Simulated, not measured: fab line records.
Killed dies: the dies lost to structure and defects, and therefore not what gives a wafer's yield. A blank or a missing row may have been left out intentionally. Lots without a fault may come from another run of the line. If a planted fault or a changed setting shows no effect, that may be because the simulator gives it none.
fab line records	flow nand_harc	part 1 of 2: steps 1 to 23 of 34
record lots=5	wafers=15	last_day=32
route steps=1302 shown P_ZERO_WELL@17
lots that met no fault: from a run of the same line without faults
start_h: start of the lot's first displayed wafer, in hours after the record's first day	wait_h: time in hours since the lot's previous step	" same as the row above	L1.1+2: a single row standing in for several wafers	- value missing, or start not given	* or withheld: withheld	< > ~ a bound
route shown NAME@n: names a module that has steps shown in the file, with the first one's number in the route	usual: mean/standard deviation taken from wafers without a fault	same: alike in all rows	chamber/n: place in a boat	sites: each site's reading	_std_site: their standard deviation	_edge_site: mean of outer sites minus mean of inner sites	radius_mm: how far each site lies from the wafer's centre	mask NAME#n: copy n	behind: the tool/chamber that last shaped the wafer	hold: reason for holding the lot/hours on hold/outcome of the hold	device: whichever transistor did not switch (one of n, p or np)	end of line: tests of these same wafers at the route's end	for a step that has no rows: nothing shown but its recipe	killed: dies that structure and defects cost at the first sort, which is not the same as the wafer's yield	map: the dies of a wafer, with x for killed, . for not killed, _ for no die there
set.NAME: the setting the step ran with; set.NAME@STEP: the setting that earlier step ran with	model.NAME: the simulator's own value behind a step, which no gauge read
lots at selected steps of the route; one table per step, one row per wafer
services: a tool's chamber out of use, with start hour (start_h, from the record's first day; less than 0 if before it), hours out, and reason
## steps
# step NHARC_P_ZERO_WELL_ETCH_65
# recipe target_depth_a=800	overetch_a=240	time_s=87.88	ion_energy_ev=200	n2_flow_sccm=150	h2_flow_sccm=150	ar_flow_sccm=0	rf_w=400	bias_w=150	chemistry=N2/H2
# usual drypump_motor_current_A=6.0/0.47	oes_product_au=1.004/0.0096	rf_vpp_V=430.6/2.5	showerhead_plenum_p_Torr=2.04/0.084	throttle_valve_pct=14.171/0.0092
lot.wafer	tool	chamber	start_h	wait_h	drypump_motor_current_A	oes_product_au	rf_hours_counter_h	rf_vpp_V	showerhead_plenum_p_Torr	throttle_valve_pct
L080.1	rie_diel-05	3	81.63	0.2	5.2	1.012	8	434.1	2.09	14.177
L080.3	"	0	"	"	6.7	1.007	7	427.3	1.92	14.182
L080.6	"	2	"	"	5.8	1.010	-	431.0	2.01	14.167
L082.2	rie_diel-05	2	101.59	0.2	5.8	1.019	13	430.1	2.01	14.172
L082.5	"	0	"	"	6.7	1.009	-	428.0	1.92	14.165
L082.6	"	1	"	"	6.2	0.986	-	434.9	2.16	14.173
L084.1	rie_diel-03	0	121.43	0.1	5.7	1.005	2	432.4	2.10	14.173
L084.2	"	1	"	"	5.6	1.006	2	433.7	2.14	14.174
L084.6	"	2	"	"	6.6	1.005	-	427.4	1.93	14.173
L094.3	rie_diel-05	3	222.19	0.2	5.2	0.994	52	434.0	2.07	14.155
L094.1	"	0	"	"	6.7	1.000	52	427.7	1.91	14.163
L094.6	"	3	"	"	5.2	0.997	-	433.2	2.07	14.173
L096.3	rie_diel-03	3	241.50	0.1	6.3	1.016	42	430.1	2.06	14.173
L096.1	"	0	"	"	5.7	1.007	43	431.0	2.09	14.174
L096.6	"	2	"	"	6.7	1.006	-	427.1	1.92	14.168
# step NHARC_P_ZERO_WELL_ETCH_62
# recipe target_depth_a=130	time_s=6.5	chf3_flow_sccm=50	ar_flow_sccm=200	rf_w=500	bias_w=200	chemistry=CHF3/Ar
# usual drypump_motor_current_A=6.0/0.47	oes_product_au=0.958/0.018	rf_vpp_V=370.6/2.2	showerhead_plenum_p_Torr=2.34/0.091	throttle_valve_pct=20.216/0.0091
lot.wafer	tool	chamber	start_h	wait_h	drypump_motor_current_A	oes_product_au	rf_hours_counter_h	rf_vpp_V	showerhead_plenum_p_Torr	throttle_valve_pct
L080.3	rie_diel-05	0	-	-	6.7	0.953	7	369.5	2.22	20.212
L080.1	"	3	"	"	5.2	0.955	8	372.4	2.40	20.217
L080.6	"	0	"	"	6.7	0.948	-	366.8	2.22	20.235
L082.2	rie_diel-05	1	-	-	6.2	0.943	15	373.4	2.47	20.228
L082.5	"	0	"	"	6.7	0.953	-	368.7	2.21	20.204
L082.6	"	1	"	"	6.2	0.950	-	372.9	2.47	20.227
L084.2	rie_diel-03	2	-	-	6.6	0.950	2	369.1	2.23	20.219
L084.1	"	3	"	"	6.3	0.950	2	371.6	2.38	20.203
L084.6	"	2	"	"	6.6	0.954	-	368.1	2.23	20.206
L094.1	rie_diel-05	3	-	-	5.2	0.942	53	371.7	2.38	20.212
L094.3	"	0	"	"	6.7	0.944	52	367.1	2.20	20.210
L094.6	"	3	"	"	5.2	0.936	-	371.3	2.38	20.223
L096.3	rie_diel-03	0	-	-	5.7	0.962	43	373.3	2.40	20.215
L096.1	"	1	"	"	5.6	0.980	45	374.4	2.44	20.217
L096.6	"	0	"	"	5.7	0.963	-	370.1	2.40	20.225
# step NHARC_P_ZERO_WELL_ETCH_63
# recipe target_depth_a=1200	time_s=40.1	hbr_flow_sccm=150	cl2_flow_sccm=50	rf_w=400	icp_w=400	bias_w=100	chemistry=HBr/Cl2
# usual drypump_motor_current_A=5.8/0.46	mfc_cl2_sccm=50.01/0.16	oes_product_au=0.996/0.01	throttle_valve_pct=26.407/0.0091
lot.wafer	tool	chamber	start_h	wait_h	drypump_motor_current_A	mfc_cl2_sccm	oes_product_au	rf_hours_counter_h	throttle_valve_pct
L080.1	rie_si-05	2	81.80	-	5.9	49.91	0.990	0.62	26.408
L080.3	"	3	"	"	5.3	50.20	1.016	0.80	26.422
L080.6	"	3	"	"	5.3	50.07	1.002	-	26.414
L082.2	rie_si-01	2	101.79	-	4.9	50.17	0.990	0.51	26.407
L082.5	"	0	"	"	5.9	49.82	0.992	-	26.420
L082.6	"	1	"	"	6.6	49.92	0.996	-	26.410
L084.1	rie_si-04	0	121.59	-	6.4	50.08	0.998	0.65	26.403
L084.2	"	1	"	"	5.7	50.01	0.985	0.66	26.409
L084.6	"	0	"	"	6.4	50.00	0.996	-	26.391
L094.1	rie_si-05	1	222.55	-	5.4	49.75	0.991	0.18	26.406
L094.3	"	2	"	"	5.8	50.09	0.985	0.56	26.396
L094.6	"	1	"	"	5.4	49.88	0.993	-	26.399
L096.3	rie_si-05	0	241.68	-	6.0	49.97	1.005	0.74	26.398
L096.1	"	2	"	"	5.9	50.05	0.981	0.75	26.401
L096.6	"	3	"	"	5.3	50.05	1.013	-	26.404
# step NHARC_P_ZERO_WELL_STRIP_15
# recipe time_s=900	temp_c=130	chemistry=SPM
lot.wafer	tool	chamber	start_h	wait_h
L080.6+1+3	wet_bench-04	1,2,4	81.99	-
L082.6+2+5	wet_bench-04	5,6,1	101.92	-
L084.2+6+1	wet_bench-04	4,6,0	121.74	-
L094.1+6+3	wet_bench-04	7,0,2	222.72	-
L096.1+6+3	wet_bench-06	3,6,0	241.81	-
# step NHARC_P_ZERO_WELL_DEHYDRATE_16
# recipe temp_c=150	time_s=120
# usual chill_plate_temp_C=23.02/0.092	resist_line_temp_C=23.00/0.11
lot.wafer	tool	chamber	start_h	wait_h	chill_plate_temp_C	resist_line_temp_C
L080.1	litho_track-05	0	82.32	-	22.97	23.00
L080.3	"	0	"	"	23.10	23.13
L080.6	"	0	"	"	22.94	23.16
L082.2	litho_track-05	0	102.26	-	23.11	23.05
L082.5	"	0	"	"	23.01	22.91
L082.6	"	0	"	"	23.01	22.95
L084.1	litho_track-03	0	122.09	-	22.81	23.02
L084.2	"	0	"	"	22.93	22.98
L084.6	"	0	"	"	23.01	22.94
L094.1	litho_track-05	0	223.05	-	22.93	22.96
L094.3	"	0	"	"	22.83	23.10
L094.6	"	0	"	"	23.01	22.84
L096.1	litho_track-07	0	242.16	-	22.86	22.91
L096.3	"	0	"	"	23.06	22.92
L096.6	"	0	"	"	23.04	23.03
# step NHARC_P_ZERO_WELL_HMDS_17
# recipe time_s=30
# usual chill_plate_temp_C=22.99/0.11	resist_line_temp_C=23.03/0.11
lot.wafer	tool	chamber	start_h	wait_h	chill_plate_temp_C	resist_line_temp_C
L080.1	litho_track-05	0	-	-	22.97	23.16
L080.3	"	0	"	"	22.96	23.01
L080.6	"	0	"	"	22.82	23.06
L082.2	litho_track-05	0	-	-	23.14	23.06
L082.5	"	0	"	"	22.96	23.05
L082.6	"	0	"	"	23.08	23.09
L084.1	litho_track-03	0	-	-	22.81	23.34
L084.2	"	0	"	"	22.97	22.93
L084.6	"	0	"	"	22.82	23.08
L094.1	litho_track-05	0	-	-	22.88	23.06
L094.3	"	0	"	"	23.03	23.03
L094.6	"	0	"	"	23.09	23.17
L096.1	litho_track-07	0	-	-	22.87	23.10
L096.3	"	0	"	"	22.82	22.86
L096.6	"	0	"	"	22.73	22.99
# step NHARC_P_ZERO_WELL_COAT_18
# recipe spin_rpm=withheld
# usual chill_plate_temp_C=22.97/0.1	resist_line_temp_C=22.99/0.1
lot.wafer	tool	chamber	start_h	wait_h	chill_plate_temp_C	resist_line_temp_C
L080.1	litho_track-05	0	-	-	23.05	22.98
L080.3	"	0	"	"	22.91	23.00
L080.6	"	0	"	"	22.89	23.12
L082.2	litho_track-05	0	-	-	22.97	23.04
L082.5	"	0	"	"	23.15	23.06
L082.6	"	0	"	"	23.01	22.98
L084.1	litho_track-03	0	-	-	23.01	22.76
L084.2	"	0	"	"	22.96	22.80
L084.6	"	0	"	"	23.13	22.81
L094.1	litho_track-05	0	-	-	23.14	22.98
L094.3	"	0	"	"	22.87	23.12
L094.6	"	0	"	"	23.09	22.87
L096.1	litho_track-07	0	-	-	23.08	22.96
L096.3	"	0	"	"	23.02	23.04
L096.6	"	0	"	"	23.12	22.96
# step NHARC_P_ZERO_WELL_SOFTBAKE_19
# recipe temp_c=122	time_s=95
# usual chill_plate_temp_C=22.98/0.11	resist_line_temp_C=23.01/0.11
lot.wafer	tool	chamber	start_h	wait_h	chill_plate_temp_C	resist_line_temp_C
L080.1	litho_track-05	0	-	-	23.02	23.01
L080.3	"	0	"	"	22.97	22.91
L080.6	"	0	"	"	22.99	22.95
L082.2	litho_track-05	0	-	-	22.99	23.10
L082.5	"	0	"	"	22.89	23.08
L082.6	"	0	"	"	22.98	23.14
L084.1	litho_track-03	0	-	-	23.07	22.89
L084.2	"	0	"	"	23.03	22.92
L084.6	"	0	"	"	23.05	22.92
L094.1	litho_track-05	0	-	-	22.96	23.03
L094.3	"	0	"	"	23.05	22.93
L094.6	"	0	"	"	22.96	22.83
L096.1	litho_track-07	0	-	-	22.71	23.03
L096.3	"	0	"	"	22.93	23.09
L096.6	"	0	"	"	22.93	22.97
# step NHARC_P_ZERO_WELL_EBR_20
# usual chill_plate_temp_C=23.01/0.094	resist_line_temp_C=22.98/0.1
lot.wafer	tool	chamber	start_h	wait_h	chill_plate_temp_C	resist_line_temp_C
L080.1	litho_track-05	0	-	-	22.93	22.93
L080.3	"	0	"	"	23.02	22.85
L080.6	"	0	"	"	23.09	22.88
L082.2	litho_track-05	0	-	-	22.97	23.12
L082.5	"	0	"	"	22.89	22.97
L082.6	"	0	"	"	22.93	22.95
L084.1	litho_track-03	0	-	-	22.94	23.00
L084.2	"	0	"	"	22.91	22.91
L084.6	"	0	"	"	22.95	22.99
L094.1	litho_track-05	0	-	-	22.97	23.00
L094.3	"	0	"	"	22.94	22.96
L094.6	"	0	"	"	22.92	22.91
L096.1	litho_track-07	0	-	-	23.14	23.00
L096.3	"	0	"	"	23.00	22.87
L096.6	"	0	"	"	22.91	22.70
# step NHARC_P_ZERO_WELL_EXPOSE_21
# recipe na=0.6	target_cd_nm=720	dose_mj=22.31	mask_id=P_NWELL
lot.wafer	tool	chamber	start_h	wait_h	mask
L080.1+3+6	krf_scanner-02	0	82.47	-	P_NWELL#0
L082.2+5+6	krf_scanner-03	0	102.53	-	P_NWELL#0
L084.1+2+6	krf_scanner-03	0	122.36	-	P_NWELL#0
L094.1+3+6	krf_scanner-03	0	223.19	-	P_NWELL#0
L096.1+3+6	krf_scanner-02	0	242.31	-	P_NWELL#0
# step NHARC_P_ZERO_WELL_PEB_22
# recipe peb_temp_c=118	peb_time_s=85
# usual chill_plate_temp_C=23.00/0.098	resist_line_temp_C=23.01/0.089
lot.wafer	tool	chamber	start_h	wait_h	chill_plate_temp_C	resist_line_temp_C
L080.1	litho_track-05	0	82.54	0.1	23.02	23.06
L080.3	"	0	"	"	23.13	22.96
L080.6	"	0	"	"	23.14	23.05
L082.2	litho_track-07	0	102.60	0.1	22.83	23.04
L082.5	"	0	"	"	22.86	23.08
L082.6	"	0	"	"	22.82	23.10
L084.1	litho_track-07	0	122.43	0.1	23.09	22.93
L084.2	"	0	"	"	23.05	22.88
L084.6	"	0	"	"	23.02	23.10
L094.1	litho_track-03	0	223.26	0.1	23.17	23.14
L094.3	"	0	"	"	22.98	22.99
L094.6	"	0	"	"	22.99	22.84
L096.1	litho_track-03	0	242.37	0.1	22.92	23.01
L096.3	"	0	"	"	23.12	22.90
L096.6	"	0	"	"	22.99	22.97
# step NHARC_P_ZERO_WELL_DEVELOP_23
# recipe time_s=70
# usual chill_plate_temp_C=23.00/0.11	resist_line_temp_C=23.00/0.11
lot.wafer	tool	chamber	start_h	wait_h	chill_plate_temp_C	resist_line_temp_C
L080.1	litho_track-05	0	-	-	22.87	23.10
L080.3	"	0	"	"	22.91	22.89
L080.6	"	0	"	"	22.90	22.89
L082.2	litho_track-07	0	-	-	23.03	22.85
L082.5	"	0	"	"	22.95	22.90
L082.6	"	0	"	"	22.91	22.93
L084.1	litho_track-07	0	-	-	23.01	22.91
L084.2	"	0	"	"	23.01	22.95
L084.6	"	0	"	"	23.00	22.91
L094.1	litho_track-03	0	-	-	22.93	23.09
L094.3	"	0	"	"	22.90	23.01
L094.6	"	0	"	"	23.07	23.05
L096.1	litho_track-03	0	-	-	22.97	22.91
L096.3	"	0	"	"	23.03	23.06
L096.6	"	0	"	"	23.12	23.03
# step NHARC_P_ZERO_WELL_CD_MEAS_24
# recipe target_cd_nm=720	landing_energy_ev=500
# usual cd_nm=719.8/1.9
lot.wafer	tool	chamber	start_h	wait_h	cd_nm
L080.1	cd_sem-01	0	82.63	-	720.9
L080.3	"	0	"	"	720.6
L080.6	"	0	"	"	718.9
L082.2	cd_sem-01	0	102.69	-	721.6
L082.5	"	0	"	"	721.8
L082.6	"	0	"	"	722.6
L084.1	cd_sem-02	0	122.52	-	720.3
L084.2	"	0	"	"	718.3
L084.6	"	0	"	"	718.7
L094.1	cd_sem-01	0	223.35	-	719.1
L094.3	"	0	"	"	720.9
L094.6	"	0	"	"	719.4
L096.1	cd_sem-01	0	242.46	-	719.5
L096.3	"	0	"	"	716.7
L096.6	"	0	"	"	718.2
# step NHARC_P_ZERO_WELL_HARDBAKE_25
# recipe temp_c=125	time_s=80
# usual chill_plate_temp_C=23.00/0.098	resist_line_temp_C=23.01/0.11
lot.wafer	tool	chamber	start_h	wait_h	chill_plate_temp_C	resist_line_temp_C
L080.1	litho_track-05	0	82.71	-	22.96	22.88
L080.3	"	0	"	"	22.99	23.03
L080.6	"	0	"	"	22.93	23.06
L082.2	litho_track-05	0	102.77	-	23.02	23.11
L082.5	"	0	"	"	23.13	23.13
L082.6	"	0	"	"	22.95	22.86
L084.1	litho_track-07	0	122.60	-	23.04	22.88
L084.2	"	0	"	"	23.06	22.98
L084.6	"	0	"	"	23.13	22.87
L094.1	litho_track-03	0	223.43	-	23.06	23.13
L094.3	"	0	"	"	23.03	23.03
L094.6	"	0	"	"	22.92	23.09
L096.1	litho_track-07	0	242.54	-	23.04	23.26
L096.3	"	0	"	"	22.98	22.99
L096.6	"	0	"	"	22.98	23.07
# step NHARC_P_ZERO_WELL_DESCUM_26
# recipe time_s=3	o2_flow_sccm=200	ar_flow_sccm=0	bias_power_w=0	chemistry=O2
# usual drypump_motor_current_A=6.0/0.43	oes_product_au=1.002/0.01	rf_vpp_V=57.8/0.85	showerhead_plenum_p_Torr=1.92/0.071	throttle_valve_pct=11.312/0.0087
lot.wafer	tool	chamber	start_h	wait_h	drypump_motor_current_A	oes_product_au	rf_hours_counter_h	rf_vpp_V	showerhead_plenum_p_Torr	throttle_valve_pct
L080.3	rie_diel-05	0	82.81	-	6.7	0.997	8	57.2	1.80	11.312
L080.1	"	1	"	"	6.2	0.983	6	57.1	2.02	11.315
L080.6	"	2	"	"	5.8	1.006	-	58.0	1.89	11.320
L082.2	rie_diel-02	1	102.86	-	5.9	0.998	16	57.9	1.87	11.315
L082.6	"	0	"	"	5.6	1.001	-	59.2	1.99	11.307
L082.5	"	1	"	"	6.0	0.999	-	58.6	1.87	11.306
L084.1	rie_diel-03	0	122.69	-	5.7	1.013	2	58.0	1.97	11.313
L084.2	"	2	"	"	6.6	1.010	2	57.2	1.81	11.311
L084.6	"	0	"	"	5.7	1.016	-	57.3	1.97	11.308
L094.3	rie_diel-03	3	223.51	-	6.3	0.998	35	58.2	1.93	11.296
L094.1	"	0	"	"	5.7	1.003	37	58.1	1.96	11.315
L094.6	"	0	"	"	5.6	0.992	-	58.0	1.96	11.308
L096.3	rie_diel-05	3	242.79	-	5.2	0.989	1	57.0	1.94	11.316
L096.1	"	0	"	"	6.7	1.006	1	57.7	1.79	11.318
L096.6	"	2	"	"	5.8	0.991	-	56.8	1.87	11.326
# step NHARC_P_ZERO_WELL_IMPLANT_27
# recipe energy_kev=600	dose_cm2=1e+13	tilt_deg=7
lot.wafer	tool	chamber	start_h	wait_h
L080.1+3+6	implanter-01	0	82.94	0.1
L082.2+5+6	implanter-02	0	103.02	0.2
L084.1+2+6	implanter-02	0	122.82	0.1
L094.1+3+6	implanter-02	0	223.66	0.1
L096.1+3+6	implanter-02	0	242.92	0.1
# step NHARC_P_ZERO_WELL_IMPLANT_57
# recipe energy_kev=250	dose_cm2=4e+12	tilt_deg=7
lot.wafer	tool	chamber	start_h	wait_h
L080.1+3+6	implanter-01	0	83.12	0.2
L082.2+5+6	implanter-02	0	103.21	0.2
L084.1+2+6	implanter-02	0	123.00	0.1
L094.1+3+6	implanter-02	0	223.84	0.1
L096.1+3+6	implanter-02	0	243.10	0.2
# step NHARC_P_ZERO_WELL_IMPLANT_58
# recipe energy_kev=100	dose_cm2=2e+12	tilt_deg=7
lot.wafer	tool	chamber	start_h	wait_h
L080.1+3+6	implanter-01	0	83.30	0.2
L082.2+5+6	implanter-02	0	103.39	0.1
L084.1+2+6	implanter-02	0	123.18	0.2
L094.1+3+6	implanter-02	0	224.02	0.2
L096.1+3+6	implanter-02	0	243.28	0.1
# step NHARC_P_ZERO_WELL_STRIP_28
# recipe time_s=840	temp_c=130	chemistry=SPM
lot.wafer	tool	chamber	start_h	wait_h
L080.1+3+6	wet_bench-04	0,1,4	83.52	0.2
L082.5+6+2	wet_bench-07	4,5,7	103.58	0.1
L084.1+6+2	wet_bench-07	6,0,1	123.41	0.2
L094.6+1+3	wet_bench-04	3,4,5	224.28	0.1
L096.3+1+6	wet_bench-06	2,4,5	243.49	0.1
# step NHARC_P_ZERO_WELL_DEHYDRATE_29
# recipe temp_c=150	time_s=120
# usual chill_plate_temp_C=22.99/0.097	resist_line_temp_C=23.02/0.1
lot.wafer	tool	chamber	start_h	wait_h	chill_plate_temp_C	resist_line_temp_C
L080.1	litho_track-07	0	83.85	-	22.99	23.10
L080.3	"	0	"	"	22.96	23.10
L080.6	"	0	"	"	22.99	23.03
L082.2	litho_track-07	0	103.91	-	22.99	23.01
L082.5	"	0	"	"	23.02	22.88
L082.6	"	0	"	"	23.00	23.03
L084.1	litho_track-03	0	123.73	-	23.00	23.03
L084.2	"	0	"	"	23.00	22.98
L084.6	"	0	"	"	22.98	23.04
L094.1	litho_track-07	0	224.59	-	23.02	23.07
L094.3	"	0	"	"	23.06	23.13
L094.6	"	0	"	"	23.16	23.12
L096.1	litho_track-07	0	243.82	-	22.88	22.96
L096.3	"	0	"	"	22.87	23.23
L096.6	"	0	"	"	22.93	23.13
# step NHARC_P_ZERO_WELL_HMDS_30
# recipe time_s=30
# usual chill_plate_temp_C=22.99/0.1	resist_line_temp_C=23.01/0.1
lot.wafer	tool	chamber	start_h	wait_h	chill_plate_temp_C	resist_line_temp_C
L080.1	litho_track-07	0	-	-	22.94	23.05
L080.3	"	0	"	"	22.97	23.05
L080.6	"	0	"	"	23.01	23.03
L082.2	litho_track-07	0	-	-	23.15	22.90
L082.5	"	0	"	"	22.76	23.06
L082.6	"	0	"	"	22.89	22.88
L084.1	litho_track-03	0	-	-	22.87	22.95
L084.2	"	0	"	"	23.10	23.14
L084.6	"	0	"	"	22.95	23.05
L094.1	litho_track-07	0	-	-	23.01	23.07
L094.3	"	0	"	"	22.94	23.01
L094.6	"	0	"	"	23.06	22.94
L096.1	litho_track-07	0	-	-	22.94	22.89
L096.3	"	0	"	"	23.08	22.86
L096.6	"	0	"	"	22.94	22.87
# step NHARC_P_ZERO_WELL_COAT_31
# recipe spin_rpm=withheld
# usual chill_plate_temp_C=23.00/0.1	resist_line_temp_C=23.01/0.11
lot.wafer	tool	chamber	start_h	wait_h	chill_plate_temp_C	resist_line_temp_C
L080.1	litho_track-07	0	-	-	23.02	22.85
L080.3	"	0	"	"	22.88	23.03
L080.6	"	0	"	"	22.99	23.06
L082.2	litho_track-07	0	-	-	23.03	22.73
L082.5	"	0	"	"	22.92	23.03
L082.6	"	0	"	"	23.08	23.04
L084.1	litho_track-03	0	-	-	22.95	23.03
L084.2	"	0	"	"	23.00	22.96
L084.6	"	0	"	"	22.99	23.07
L094.1	litho_track-07	0	-	-	22.88	22.91
L094.3	"	0	"	"	23.04	23.05
L094.6	"	0	"	"	23.08	23.10
L096.1	litho_track-07	0	-	-	22.91	23.14
L096.3	"	0	"	"	22.96	23.12
L096.6	"	0	"	"	22.86	23.18
# step NHARC_P_ZERO_WELL_SOFTBAKE_32
# recipe temp_c=122	time_s=95
# usual chill_plate_temp_C=22.99/0.1	resist_line_temp_C=23.00/0.095
lot.wafer	tool	chamber	start_h	wait_h	chill_plate_temp_C	resist_line_temp_C
L080.1	litho_track-07	0	-	-	23.18	22.89
L080.3	"	0	"	"	23.04	23.06
L080.6	"	0	"	"	23.12	22.99
L082.2	litho_track-07	0	-	-	23.02	22.86
L082.5	"	0	"	"	22.95	22.97
L082.6	"	0	"	"	22.98	23.00
L084.1	litho_track-03	0	-	-	23.02	22.94
L084.2	"	0	"	"	23.06	22.87
L084.6	"	0	"	"	23.01	23.08
L094.1	litho_track-07	0	-	-	23.08	23.04
L094.3	"	0	"	"	23.07	22.96
L094.6	"	0	"	"	23.03	22.93
L096.1	litho_track-07	0	-	-	22.89	23.02
L096.3	"	0	"	"	22.80	23.03
L096.6	"	0	"	"	22.95	23.01
